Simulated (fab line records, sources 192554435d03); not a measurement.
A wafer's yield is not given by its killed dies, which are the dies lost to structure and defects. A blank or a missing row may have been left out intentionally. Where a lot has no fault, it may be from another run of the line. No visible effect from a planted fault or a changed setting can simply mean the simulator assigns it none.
Lot-split experiment	flow n5Finfet	21 wafers read across 7 lots, on a route 1938 steps long

SPLIT DETAILS
At N5_PMOS_HMC_CHANNEL_EPI_COAT_31 (time 60 s, resist thk 66 nm), the setting spinRpm was moved away from the recipe's 1500 rpm on 9 of the 21 wafers read, by -10.5% to +9.5%. For the rest of the wafers, this setting stayed at what the recipe calls for.

FROM THE SPLIT TO THE READING: what the file shows between them, 4 steps
- N5_PMOS_HMC_CHANNEL_EPI_PEB_07: peb time 60 s (also split here: pebTempC)
- N5_PMOS_HMC_CHANNEL_EPI_DEVELOP_08: develop time 30 s
- N5_PMOS_HMC_CHANNEL_EPI_CD_MEAS_09: target cd 237.4 nm
- N5_PMOS_HMC_CHANNEL_EPI_DESCUM_14: chemistry O2, time 7.9 s

THE READING
etch.depthNm (the simulator's own value, which no gauge read), in nm, at N5_PMOS_HMC_CHANNEL_EPI_ETCH_32 (etches BARC in N2/H2, stops on SiO2, target depth 85.8 nm, time 50.3 s). The file does not state a usual value for it. Average 66.07 nm, standard deviation 0.21 nm, over the 12 wafers here run with the recipe.

wafer	tool, chamber at the split	spinRpm as run, rpm	against the recipe	etch.depthNm, nm	against lot-mates on the recipe
L077.1	lithoTrack-02, 0	1500	recipe	65.97	-
L077.2	lithoTrack-02, 0	1604	+6.9%	63.94	-2.00
L077.4	lithoTrack-02, 0	1500	recipe	65.92	-
L082.1	lithoTrack-05, 0	1500	recipe	65.96	-
L082.4	lithoTrack-05, 0	1500	recipe	66	-
L082.5	lithoTrack-05, 0	1559	+3.9%	64.77	-1.21
L085.1	lithoTrack-05, 0	1342	-10.5%	69.95	+3.89
L085.3	lithoTrack-05, 0	1342	-10.5%	69.67	+3.61
L085.4	lithoTrack-05, 0	1500	recipe	66.06	-
L086.2	lithoTrack-02, 0	1619	+7.9%	63.25	no lot-mate on the recipe
L086.5	lithoTrack-02, 0	1619	+7.9%	63.47	no lot-mate on the recipe
L086.6	lithoTrack-02, 0	1619	+7.9%	63.31	no lot-mate on the recipe
L089.1	lithoTrack-05, 0	1500	recipe	65.88	-
L089.3	lithoTrack-05, 0	1500	recipe	66.2	-
L089.4	lithoTrack-05, 0	1500	recipe	65.91	-
L092.2	lithoTrack-05, 0	1585	+5.7%	64.12	-1.86
L092.4	lithoTrack-05, 0	1500	recipe	65.99	-
L092.6	lithoTrack-05, 0	1500	recipe	65.98	-
L094.3	lithoTrack-02, 0	1500	recipe	66.56	-
L094.5	lithoTrack-02, 0	1500	recipe	66.42	-
L094.6	lithoTrack-02, 0	1642	+9.5%	63.52	-2.97

THE FIT
A straight line over all 21 wafers: etch.depthNm changes by -0.336 nm for each +1% of spinRpm; r = -0.99; the points scatter about the line by 0.24 nm.
The same after taking each lot's own level away (the mean of its wafers on the recipe; 18 wafers): -0.336 nm for each +1%; r = -1.00; scatter 0.14 nm.
According to that fit, moving spinRpm by its largest amount changes the reading by 3.5 nm.
The lots' own levels span 65.945 to 66.490 nm, that is 2.7 times the standard deviation above.
The two slopes are in agreement: the lot-to-lot level therefore moves the slope only a little.
Check: for one of the wafers moved furthest among these (-10.5%), held out of the fit, the line's prediction against its lot-mates is +3.44 nm. It came out at +3.89 nm against them.

FURTHER SPLITS ON THESE WAFERS
Note: prior to the reading, these wafers also went through further splits. Each is held against what the fit with the lots' levels taken away leaves over:
other split on the same wafers	wafers away from the commonest value	r with etch.depthNm (lot level and that fit taken away)
N5_ZERO_LAYER_COAT_05 spinRpm	8	+0.22
N5_ZERO_LAYER_EXPOSE_08 doseMj	6	-0.03
N5_PMOS_HMC_CHANNEL_EPI_PEB_07 pebTempC	6	-0.01

THE WHOLE CHAIN: every reading that the file lists as answering this split, in the file's order
step	what it does	reading	change (the file's fit)	r (the file's)
N5_PMOS_HMC_CHANNEL_EPI_COAT_31	time 60 s, resist thk 66 nm	BARC_of_PMOS_HMC_CHANNEL_EPI_COAT_31.thkNm (the simulator's own value, which no gauge read)	-0.327 nm for each +1% of the setting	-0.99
N5_PMOS_HMC_CHANNEL_EPI_ETCH_32	etches BARC in N2/H2, stops on SiO2, target depth 85.8 nm, time 50.3 s	etch.depthNm (the simulator's own value, which no gauge read)	-0.327 nm for each +1% of the setting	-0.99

THE FILE'S OWN FIT
etch.depthNm changes by -0.327 nm for each +1% of spinRpm, r = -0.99.
